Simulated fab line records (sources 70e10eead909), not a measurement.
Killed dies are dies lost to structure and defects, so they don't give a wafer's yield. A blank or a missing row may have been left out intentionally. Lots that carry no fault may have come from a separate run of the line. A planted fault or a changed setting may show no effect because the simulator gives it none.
fab line records | flow nandHarc
record: lots: 14 | wafers: 42 | lastDay: 33
route steps=1302 shown A_CHANNEL_HOLE_D2@604 A_CHANNEL_FILL_D2@615
lots that met no fault: taken from a fault-free run of the same line
startH: the number of hours between the record's first day and the start of the first shown wafer of the lot | waitH: hours from the lot's prior step to this one | " unchanged from the row above | L1.1+2: a row that stands for several wafers | - no value, or no start was given | * or withheld: withheld | < > ~ a bound
route shown NAME@n: a module of which the file shows steps, and the number in the route of the first | usual: mean/standard deviation taken from wafers without a fault | same: alike in all rows | chamber/n: place in a boat | sites: per-site readings | _std_site: standard deviation of those values | _edge_site: the outer-site mean with the inner-site mean subtracted | radiusMm: how far each site lies from the wafer's centre | mask NAME#n: copy n | behind: the last tool/chamber to shape the wafer | hold: cause of the lot's hold/its duration in hours/its outcome | device: the n, p or np transistor that did not switch | end of line: tests of these same wafers at the route's end | a step given without rows: its recipe and nothing more | killed: dies lost to structure and defects at the first sort, not the wafer's yield | map: shows each die of a wafer: x if killed, . if not, _ if none is there
set.NAME: setting as actually run; set.NAME@STEP: the setting as run at that earlier step | model.NAME: the simulator's own value behind a step, which no gauge read
route steps across a sampled set of lots; one table per step, one row per wafer
services: the hour from which a tool's chamber was out of use, counted from the record's first day as startH (under 0 if before that day), plus the number of hours and why
== steps ==
step: NHARC_A_CHANNEL_HOLE_D2_STRIP_28
recipe: o2FlowSccm: 500 | arFlowSccm: 0 | biasW: 0 | chemistry: O2
usual: drypumpMotorCurrentA: 5.9/0.38 | oesProductAu: 0.998/0.0066 | rfVppV: 57.4/0.85 | showerheadPlenumPTorr: 3.44/0.098 | throttleValvePct: 17.037/0.0093
lot.wafer | tool       | chamber | startH | waitH | drypumpMotorCurrentA | oesProductAu | rfHoursCounterH | rfVppV | showerheadPlenumPTorr | throttleValvePct
L819.3    | rieDiel-03 | 3       | -      | -     | 6.0                  | 1.000        | 2               | 57.4   | 3.32                  | 17.011
L819.5    | "          | 3       | "      | "     | 6.0                  | 0.999        | -               | 55.8   | 3.32                  | 17.047
L819.6    | "          | 0       | "      | "     | 6.0                  | 1.000        | -               | 57.6   | 3.50                  | 17.040
L821.4    | rieDiel-04 | 1       | -      | -     | 5.7                  | 0.996        | 8               | 58.0   | 3.43                  | 17.044
L821.3    | "          | 3       | "      | "     | 5.5                  | 1.001        | 9               | 57.8   | 3.39                  | 17.039
L821.6    | "          | 2       | "      | "     | 5.8                  | 0.992        | -               | 58.9   | 3.42                  | 17.041
L825.3    | rieDiel-04 | 0       | -      | -     | 6.0                  | 1.003        | 1               | 58.0   | 3.36                  | 17.025
L825.4    | "          | 1       | "      | "     | 5.7                  | 0.994        | 1               | 57.5   | 3.43                  | 17.049
L825.6    | "          | 3       | "      | "     | 5.5                  | 1.006        | -               | 57.5   | 3.38                  | 17.036
L827.3    | rieDiel-04 | 3       | -      | -     | 5.5                  | 1.000        | 2               | 57.9   | 3.38                  | 17.033
L827.2    | "          | 0       | "      | "     | 6.0                  | 1.007        | 1               | 58.1   | 3.36                  | 17.040
L827.5    | "          | 0       | "      | "     | 6.0                  | 0.998        | -               | 56.6   | 3.36                  | 17.035
L831.3    | rieDiel-12 | 2       | -      | -     | 6.5                  | 1.006        | 11              | 57.7   | 3.72                  | 17.039
L831.2    | "          | 1       | "      | "     | 6.2                  | 1.004        | 12              | 57.7   | 3.59                  | 17.048
L831.6    | "          | 3       | "      | "     | 5.9                  | 1.014        | -               | 57.1   | 3.51                  | 17.046
L832.3    | rieDiel-04 | 1       | -      | -     | 5.8                  | 0.987        | 5               | 57.4   | 3.43                  | 17.044
L832.2    | "          | 2       | "      | "     | 5.8                  | 1.001        | 5               | 57.9   | 3.42                  | 17.034
L832.6    | "          | 1       | "      | "     | 5.7                  | 0.999        | -               | 57.3   | 3.43                  | 17.027
L830.1    | rieDiel-12 | 1       | -      | -     | 6.2                  | 1.004        | 13              | 57.7   | 3.59                  | 17.050
L830.4    | "          | 2       | "      | "     | 6.5                  | 0.995        | 12              | 58.2   | 3.72                  | 17.036
L830.2    | "          | 3       | "      | "     | 5.9                  | 1.000        | 10              | 58.7   | 3.51                  | 17.043
L833.1    | rieDiel-04 | 2       | -      | -     | 5.8                  | 0.992        | 6               | 56.9   | 3.42                  | 17.020
L833.3    | "          | 3       | "      | "     | 5.5                  | 0.991        | 6               | 56.8   | 3.38                  | 17.031
L833.5    | "          | 3       | "      | "     | 5.5                  | 0.994        | -               | 57.5   | 3.38                  | 17.030
L834.1    | rieDiel-04 | 1       | -      | -     | 5.7                  | 0.993        | 7               | 56.8   | 3.42                  | 17.049
L834.3    | "          | 2       | "      | "     | 5.8                  | 0.997        | 7               | 56.6   | 3.42                  | 17.033
L834.6    | "          | 0       | "      | "     | 6.0                  | 1.002        | -               | 57.4   | 3.36                  | 17.021
L835.3    | rieDiel-12 | 2       | -      | -     | 6.5                  | 0.990        | 3               | 56.9   | 3.72                  | 17.044
L835.2    | "          | 3       | "      | "     | 5.9                  | 0.995        | 3               | 58.8   | 3.51                  | 17.043
L835.1    | "          | 0       | "      | "     | 4.8                  | 0.984        | 2               | 58.2   | 3.49                  | 17.034
L836.1    | rieDiel-03 | 3       | -      | -     | 6.0                  | 0.997        | 2               | 56.8   | 3.32                  | 17.044
L836.4    | "          | 1       | "      | "     | 6.7                  | 1.000        | 3               | 56.9   | 3.52                  | 17.027
L836.5    | "          | 3       | "      | "     | 6.0                  | 1.001        | -               | 55.8   | 3.32                  | 17.037
L837.1    | rieDiel-04 | 3       | -      | -     | 5.5                  | 0.995        | 7               | 58.6   | 3.38                  | 17.043
L837.4    | "          | 0       | "      | "     | 6.0                  | 1.003        | 7               | 55.3   | 3.36                  | 17.031
L837.6    | "          | 3       | "      | "     | 5.5                  | 0.991        | -               | 57.7   | 3.38                  | 17.049
L839.3    | rieDiel-12 | 2       | -      | -     | 6.5                  | 1.002        | 4               | 57.2   | 3.71                  | 17.038
L839.4    | "          | 3       | "      | "     | 5.9                  | 0.994        | 4               | 58.7   | 3.51                  | 17.040
L839.5    | "          | 1       | "      | "     | 6.2                  | 1.008        | -               | 57.4   | 3.59                  | 17.036
L838.3    | rieDiel-03 | 2       | -      | -     | 5.7                  | 0.987        | 5               | 56.4   | 3.33                  | 17.049
L838.1    | "          | 3       | "      | "     | 6.0                  | 0.998        | 4               | 55.9   | 3.32                  | 17.036
L838.5    | "          | 2       | "      | "     | 5.6                  | 1.000        | -               | 57.9   | 3.33                  | 17.035
step: NHARC_A_CHANNEL_FILL_D2_ALD_15
recipe: targetThkA: 20 | pulseTimeS: 60 | aldCycles: 19 | tempC: 630 | pressureTorr: 2 | material: SiNx
usual: precursorPulseHeightRel: 1.002/0.021
lot.wafer | tool           | chamber | startH | waitH | precursorPulseHeightRel
L819.3    | aldSinBatch-01 | 0       | -      | -     | 0.996
L819.5    | "              | 0       | "      | "     | 0.973
L819.6    | "              | 0       | "      | "     | 0.982
L821.3    | aldSinBatch-02 | 0       | -      | -     | 0.997
L821.4    | "              | 0       | "      | "     | 0.990
L821.6    | "              | 0       | "      | "     | 1.004
L825.3    | aldSinBatch-01 | 0       | -      | -     | 1.030
L825.4    | "              | 0       | "      | "     | 0.972
L825.6    | "              | 0       | "      | "     | 0.983
L827.2    | aldSinBatch-01 | 0       | 405.58 | 3.3   | 1.024
L827.3    | "              | 0       | "      | "     | 0.991
L827.5    | "              | 0       | "      | "     | 1.012
L830.1    | aldSinBatch-02 | 0       | -      | -     | 0.968
L830.2    | "              | 0       | "      | "     | 1.021
L830.4    | "              | 0       | "      | "     | 1.011
L831.2    | aldSinBatch-02 | 0       | -      | -     | 1.033
L831.3    | "              | 0       | "      | "     | 1.026
L831.6    | "              | 0       | "      | "     | 0.977
L832.2    | aldSinBatch-02 | 0       | -      | -     | 1.038
L832.3    | "              | 0       | "      | "     | 1.031
L832.6    | "              | 0       | "      | "     | 1.024
L833.1    | aldSinBatch-03 | 0       | -      | -     | 1.020
L833.3    | "              | 0       | "      | "     | 1.025
L833.5    | "              | 0       | "      | "     | 0.997
L834.1    | aldSinBatch-01 | 0       | -      | -     | 1.043
L834.3    | "              | 0       | "      | "     | 0.986
L834.6    | "              | 0       | "      | "     | 0.983
L835.1    | aldSinBatch-02 | 0       | -      | -     | 1.032
L835.2    | "              | 0       | "      | "     | 1.029
L835.3    | "              | 0       | "      | "     | 0.978
L836.1    | aldSinBatch-03 | 0       | -      | -     | 1.009
L836.4    | "              | 0       | "      | "     | 0.980
L836.5    | "              | 0       | "      | "     | 1.005
L837.1    | aldSinBatch-03 | 0       | -      | -     | 1.030
L837.4    | "              | 0       | "      | "     | 0.996
L837.6    | "              | 0       | "      | "     | 0.980
L839.3    | aldSinBatch-03 | 0       | -      | -     | 0.986
L839.4    | "              | 0       | "      | "     | 1.008
L839.5    | "              | 0       | "      | "     | 0.992
L838.1    | aldSinBatch-02 | 0       | -      | -     | 1.007
L838.3    | "              | 0       | "      | "     | 0.972
L838.5    | "              | 0       | "      | "     | 0.996
step: NHARC_A_CHANNEL_FILL_D2_THK_MEAS_06
recipe: thkMeasGauge: ellipsometry
usual: thkNm: 4.9/0.97
lot.wafer | tool         | chamber | startH | waitH | thkNm
L819.3    | filmMetro-02 | -       | 355.45 | 0.4   | 5.7
L819.5    | "            | -       | "      | "     | 5.8
L819.6    | "            | -       | "      | "     | 5.2
L821.3    | filmMetro-01 | -       | 379.42 | 0.4   | 5.0
L821.4    | "            | -       | "      | "     | 4.9
L821.6    | "            | -       | "      | "     | 4.8
L825.3    | filmMetro-02 | -       | 424.63 | 0.4   | 5.7
L825.4    | "            | -       | "      | "     | 4.6
L825.6    | "            | -       | "      | "     | 4.6
L827.2    | filmMetro-01 | -       | 435.43 | 0.4   | 3.3
L827.3    | "            | -       | "      | "     | 5.9
L827.5    | "            | -       | "      | "     | 3.9
L830.1    | filmMetro-01 | -       | 478.45 | 0.4   | 4.0
L830.2    | "            | -       | "      | "     | 4.1
L830.4    | "            | -       | "      | "     | 4.7
L832.2    | filmMetro-02 | -       | 478.45 | 0.4   | 4.3
L832.3    | "            | -       | "      | "     | 6.2
L832.6    | "            | -       | "      | "     | 4.7
L831.2    | filmMetro-01 | -       | 478.46 | 0.4   | 5.3
L831.3    | "            | -       | "      | "     | 3.9
L831.6    | "            | -       | "      | "     | 4.4
L833.1    | filmMetro-01 | -       | 497.41 | 0.4   | 5.8
L833.3    | "            | -       | "      | "     | 5.7
L833.5    | "            | -       | "      | "     | 4.5
L834.1    | filmMetro-01 | -       | 512.58 | 0.4   | 6.0
L834.3    | "            | -       | "      | "     | 5.9
L834.6    | "            | -       | "      | "     | 5.4
L835.1    | filmMetro-02 | -       | 520.75 | 0.4   | 3.9
L835.2    | "            | -       | "      | "     | 5.3
L835.3    | "            | -       | "      | "     | 4.5
L836.1    | filmMetro-01 | -       | 524.63 | 0.4   | 4.0
L836.4    | "            | -       | "      | "     | 5.0
L836.5    | "            | -       | "      | "     | 5.1
L837.1    | filmMetro-02 | -       | 541.41 | 0.4   | 5.6
L837.4    | "            | -       | "      | "     | 4.7
L837.6    | "            | -       | "      | "     | 4.4
L839.3    | filmMetro-01 | -       | 550.02 | 0.4   | 3.6
L839.4    | "            | -       | "      | "     | 3.5
L839.5    | "            | -       | "      | "     | 5.8
L838.1    | filmMetro-02 | -       | 557.05 | 0.4   | 5.4
L838.3    | "            | -       | "      | "     | 7.5
L838.5    | "            | -       | "      | "     | 4.1
step: NHARC_A_CHANNEL_FILL_D2_ETCHBACK_08
recipe: targetDepthA: 2200 | timeS: 110 | c4f8FlowSccm: 20 | arFlowSccm: withheld | rfW: 600 | biasW: 300 | chemistry: C4F8
usual: chamberPressureMTorr: 24.998/0.02 | oesProductAu: 0.96/0.033 | rfVppV: 441.3/3
lot.wafer | tool       | chamber | startH | waitH | chamberPressureMTorr | oesProductAu | rfHoursCounterH | rfVppV
L819.3    | rieDiel-13 | 2       | 361.04 | -     | 24.996               | 0.99         | 0               | 443.3
L819.6    | "          | 2       | "      | "     | 25.006               | 0.99         | -               | 443.8
L819.5    | "          | 3       | "      | "     | 24.961               | 0.99         | -               | 441.6
L821.4    | rieDiel-02 | 0       | 384.97 | -     | 25.035               | 0.99         | 4               | 442.2
L821.3    | "          | 2       | "      | "     | 24.995               | 0.99         | 4               | 437.4
L821.6    | "          | 1       | "      | "     | 25.003               | 0.99         | -               | 443.4
L825.3    | rieDiel-02 | 3       | 430.24 | -     | -                    | -            | -               | -
L825.4    | "          | 1       | "      | "     | -                    | -            | -               | -
L825.6    | "          | 0       | "      | "     | -                    | -            | -               | -
L827.2    | rieDiel-02 | 1       | 441.04 | -     | -                    | -            | -               | -
L827.3    | "          | 2       | "      | "     | -                    | -            | -               | -
L827.5    | "          | 2       | "      | "     | -                    | -            | -               | -
L830.2    | rieDiel-02 | 0       | 484.09 | -     | 24.994               | 1.00         | 3               | 442.4
L830.1    | "          | 2       | "      | "     | 24.994               | 1.00         | 2               | 438.4
L830.4    | "          | 2       | "      | "     | 24.988               | 0.99         | -               | 438.1
L831.2    | rieDiel-10 | 1       | 487.79 | -     | 24.991               | 0.93         | 1               | 442.5
L831.3    | "          | 0       | "      | "     | 25.007               | 0.93         | 1               | 439.2
L831.6    | "          | 2       | "      | "     | 24.977               | 0.93         | -               | 443.7
L832.2    | rieDiel-02 | 2       | 487.92 | -     | 24.999               | 0.94         | 2               | 438.6
L832.3    | "          | 3       | "      | "     | 24.983               | 0.93         | 3               | 437.9
L832.6    | "          | 0       | "      | "     | 25.009               | 0.93         | -               | 442.5
L833.3    | rieDiel-10 | 3       | 502.99 | -     | 24.958               | 1.00         | 2               | 438.9
L833.1    | "          | 2       | "      | "     | 24.976               | 1.01         | 2               | 445.0
L833.5    | "          | 3       | "      | "     | 25.036               | 1.00         | -               | 438.5
L834.1    | rieDiel-10 | 1       | 521.84 | -     | 24.986               | 0.93         | 2               | 444.5
L834.3    | "          | 0       | "      | "     | 25.004               | 0.92         | 3               | 440.9
L834.6    | "          | 1       | "      | "     | 24.972               | 0.93         | -               | 445.4
L835.3    | rieDiel-10 | 0       | 526.36 | -     | 25.009               | 1.00         | 3               | 438.9
L835.2    | "          | 2       | "      | "     | 24.979               | 0.99         | 2               | 445.6
L835.1    | "          | 3       | "      | "     | 25.034               | 1.01         | 3               | 437.0
L836.1    | rieDiel-10 | 1       | 530.32 | -     | 25.019               | 0.93         | 2               | 444.2
L836.4    | "          | 3       | "      | "     | 25.008               | 0.93         | 3               | 437.8
L836.5    | "          | 1       | "      | "     | 24.963               | 0.94         | -               | 444.4
L837.1    | rieDiel-02 | 3       | 547.01 | -     | 24.992               | 0.93         | 5               | 436.6
L837.4    | "          | 2       | "      | "     | 24.974               | 0.92         | 4               | 437.9
L837.6    | "          | 3       | "      | "     | 25.021               | 0.93         | -               | 438.4
L839.4    | rieDiel-02 | 1       | 555.73 | -     | 24.965               | 0.95         | 5               | 443.0
L839.3    | "          | 2       | "      | "     | 25.001               | 0.98         | 4               | 439.2
L839.5    | "          | 3       | "      | "     | 25.022               | 0.98         | -               | 437.0
L838.3    | rieDiel-10 | 1       | 562.65 | -     | 24.979               | 0.93         | 4               | 444.2
L838.1    | "          | 2       | "      | "     | 24.978               | 0.91         | 4               | 445.7
L838.5    | "          | 1       | "      | "     | 25.011               | 0.92         | -               | 443.3
== services ==
tool           | chamber | startH | hours | kind
rieDiel-04     | 2       | 301.21 | 8.1   | repair
rieDiel-12     | -       | 303.82 | 0.9   | repair
rieDiel-10     | -       | 304.11 | 0.2   | repair
rieDiel-02     | 1       | 305.71 | 5.7   | repair
rieDiel-10     | 1       | 326.78 | 2.7   | repair
rieDiel-10     | 3       | 350.36 | 4.9   | repair
rieDiel-04     | -       | 354.90 | 9.0   | pm
rieDiel-02     | 0       | 361.51 | 8.9   | repair
rieDiel-04     | 0       | 369.04 | 4.1   | repair
rieDiel-12     | 0       | 369.16 | 12.1  | repair
aldSinBatch-03 | -       | 392.84 | 13.5  | repair
rieDiel-02     | -       | 393.70 | 9.0   | pm
rieDiel-04     | 3       | 402.90 | 2.8   | repair
rieDiel-10     | 1       | 405.96 | 14.8  | repair
rieDiel-10     | -       | 421.02 | 9.0   | pm
rieDiel-12     | -       | 445.40 | 9.0   | pm
rieDiel-02     | 2       | 460.26 | 5.7   | repair
rieDiel-02     | 1       | 481.16 | 4.5   | repair
rieDiel-02     | 1       | 486.66 | 5.5   | repair
aldSinBatch-01 | -       | 506.00 | 26.0  | pm
rieDiel-12     | 1       | 528.96 | 4.9   | repair
rieDiel-04     | 1       | 530.65 | 3.1   | repair
rieDiel-04     | -       | 531.90 | 9.0   | pm
rieDiel-04     | 3       | 561.24 | 5.2   | repair
== key ==
firstSign: step: NHARC_A_CHANNEL_FILL_D2_ETCHBACK_08 | reading: toolRecord | direction: missing
effect none on later readings
metAt NHARC_A_CHANNEL_FILL_D2_ETCHBACK_08
struckLots L825,L827
laterRowsLeftOut L825.3,L825.4,L825.6,L827.2,L827.3,L827.5
sortLeftOut L825.3,L825.4,L825.6,L827.2,L827.3,L827.5
testerLeftOut L825,L827
notActingAt NHARC_A_CHANNEL_HOLE_D2_STRIP_28,NHARC_A_CHANNEL_FILL_D2_ALD_15,NHARC_A_CHANNEL_FILL_D2_THK_MEAS_06
onsetBetween 384.97 430.24
fault: kind: skippedStepWhole | tool: rieDiel-02 | chamber: - | onsetH: 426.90 | steps: NHARC_A_CHANNEL_FILL_D2_ETCHBACK_08 | scope: struckLotsOnly
testerLeftOut: of these lots the tester's yield and bins aren't shown, on N5 and GAA mostly nor the transistor test; their killed dies are dies lost to structure and defects alone, not to doping, threshold or leakage, so they don't give the yield
sortLeftOut: the simulated sort isn't trusted on such a fault, so these wafers' sort isn't shown, and their yield isn't known
laterRowsLeftOut: the simulator's readings of these wafers behind a module that went badly wrong aren't trusted and aren't shown, but for the sort
